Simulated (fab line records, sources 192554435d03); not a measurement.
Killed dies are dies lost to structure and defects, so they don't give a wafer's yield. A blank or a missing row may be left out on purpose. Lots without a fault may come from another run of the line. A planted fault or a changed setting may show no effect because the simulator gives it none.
Which tool did it? | flow n5_finfet | 24 lots, 72 wafers sampled, at 3 steps of a route of 1938

WHAT THE GAUGES READ, wafer by wafer
N5_BEOL_M12_INSPECT_55: inspects for defects (darkfield).
lot  | measured     | on                | raw_defect_count
L074 | day 11 22:14 | defect_inspect-01 | 66 72 83
L079 | day 12 05:22 | defect_inspect-01 | 42 65 88
L076 | day 12 05:46 | defect_inspect-02 | 62 49 44
L077 | day 12 06:29 | defect_inspect-02 | 65 115 86
L075 | day 12 12:46 | defect_inspect-01 | 70 75 93
L078 | day 12 20:42 | defect_inspect-01 | 62 65 42
L080 | day 13 06:26 | defect_inspect-01 | 59 43 62
L081 | day 13 09:16 | defect_inspect-02 | 63 71 73
L082 | day 14 09:35 | defect_inspect-02 | 50 43 34
L085 | day 14 09:55 | defect_inspect-02 | 111 101 57
L084 | day 15 19:55 | defect_inspect-01 | 73 78 58
L086 | day 15 20:22 | defect_inspect-02 | 54 91 53
L089 | day 16 06:09 | defect_inspect-02 | 87 56 48
L083 | day 16 08:35 | defect_inspect-01 | 62 77 42
L088 | day 16 15:32 | defect_inspect-02 | 75 52 47
L087 | day 16 17:24 | defect_inspect-02 | 54 30 41
L090 | day 16 21:51 | defect_inspect-02 | 49 72 71
L093 | day 17 15:17 | defect_inspect-01 | 96 57 85
L092 | day 17 20:50 | defect_inspect-01 | 87 114 80
L091 | day 18 01:22 | defect_inspect-02 | 72 54 91
L094 | day 18 01:55 | defect_inspect-01 | 56 46 58
L097 | day 18 10:13 | defect_inspect-02 | 88 81 60
L095 | day 18 13:16 | defect_inspect-02 | 29 47 45
L096 | day 19 05:04 | defect_inspect-02 | 37 52 55

N5_BEOL_M13_OVL_MEAS_11.
lot  | measured     | on         | V12_OVL (nm)
L074 | day 11 22:46 | overlay-01 | -3 2 1
L079 | day 12 05:54 | overlay-01 | 0 -7 -3
L076 | day 12 06:25 | overlay-01 | -9 -6 -3
L077 | day 12 07:08 | overlay-02 | 9 3 12
L075 | day 12 13:17 | overlay-02 | -4 9 -3
L078 | day 12 21:17 | overlay-02 | -3 -7 -5
L080 | day 13 06:57 | overlay-02 | -8 -18 -12
L081 | day 13 09:47 | overlay-01 | -9 -6 -7
L082 | day 14 10:18 | overlay-01 | -11 -4 -9
L085 | day 14 10:26 | overlay-02 | 1 4 1
L084 | day 15 20:34 | overlay-01 | 1 5 -6
L086 | day 15 20:53 | overlay-02 | -3 -6 -2
L089 | day 16 06:40 | overlay-02 | -2 0 3
L083 | day 16 09:06 | overlay-02 | -11 -8 -13
L088 | day 16 16:04 | overlay-02 | 4 0 3
L087 | day 16 18:03 | overlay-01 | -1 2 6
L090 | day 16 22:30 | overlay-02 | -11 -14 -15
L093 | day 17 15:49 | overlay-02 | 1 -12 1
L092 | day 17 21:29 | overlay-02 | -5 2 1
L091 | day 18 02:01 | overlay-01 | 4 7 -4
L094 | day 18 02:38 | overlay-02 | -10 2 -7
L097 | day 18 10:52 | overlay-02 | -2 11 2
L095 | day 18 13:47 | overlay-02 | -1 -5 8
L096 | day 19 05:43 | overlay-01 | 0 0 -2

N5_BEOL_M14_THK_MEAS_01.
lot  | measured     | on            | M14_ILD_THK (nm)
L074 | day 12 04:07 | film_metro-01 | 1107 1098 1098
L079 | day 12 12:23 | film_metro-01 | 1106 1101 1121
L076 | day 12 11:31 | film_metro-01 | 1102 1107 1115
L077 | day 12 11:51 | film_metro-01 | 1102 1125 1114
L075 | day 12 17:49 | film_metro-01 | 1099 1106 1120
L078 | day 13 03:54 | film_metro-01 | 1119 1137 1128
L080 | day 13 12:39 | film_metro-01 | 1102 1121 1135
L081 | day 13 13:23 | film_metro-02 | 1097 1114 1121
L082 | day 14 15:52 | film_metro-02 | 1107 1112 1130
L085 | day 14 16:08 | film_metro-02 | 1119 1117 1139
L084 | day 16 07:49 | film_metro-02 | 1115 1132 1123
L086 | day 16 03:46 | film_metro-02 | 1114 1114 1130
L089 | day 16 11:20 | film_metro-01 | 1128 1137 1156
L083 | day 16 17:55 | film_metro-01 | 1112 1133 1125
L088 | day 16 20:52 | film_metro-01 | 1111 1109 1127
L087 | day 17 03:12 | film_metro-01 | 1104 1109 1127
L090 | day 17 05:26 | film_metro-02 | 1120 1116 1129
L093 | day 17 20:32 | film_metro-02 | 1103 1132 1142
L092 | day 18 02:23 | film_metro-01 | 1124 1125 1161
L091 | day 18 07:21 | film_metro-01 | 1102 1081 1118
L094 | day 18 07:35 | film_metro-02 | 1102 1080 1074
L097 | day 18 15:37 | film_metro-02 | 1113 1116 1146
L095 | day 18 18:02 | film_metro-02 | 1101 1094 1116
L096 | day 19 11:42 | film_metro-01 | 1114 1106 1135

WHICH TOOL RAN EACH LOT (tool, then ch and the chambers of the sampled wafers, then the start)
The record holds no process step before these readings.

WHAT THE TOOLS THEMSELVES READ (means of the sampled wafers that have a number; where no wafer has one, the mark that the record gives instead)
The record holds no such reading with a usual standard deviation.

THE ANSWER, worked out from the rows above alone
Rule: what is usual is taken from the lots themselves. Put in order of their means at a reading, lots are off if they are a third of the lots or fewer, leave a main group of 4 or more, and stand apart from it by a gap of 3 or more times the standard deviation of the main group's means; of several such gaps the widest counts. A main group whose means are all the same, to the digits that the tables above print for the reading, isn't used. A lot without any number at a reading at which 4 lots or more have one is off too. The other lots that the step has rows for count as sound. The gauges are gone through in route order, then the tools' own readings, and for those a lot's mean is taken as printed above. The first step at which some lot is off is used, and at that step the reading that is off furthest; a lot without a number counts as furthest.
No lot is off at any reading shown: from this, nothing can be told.

WHAT THE SIMULATOR HAD PUT IN
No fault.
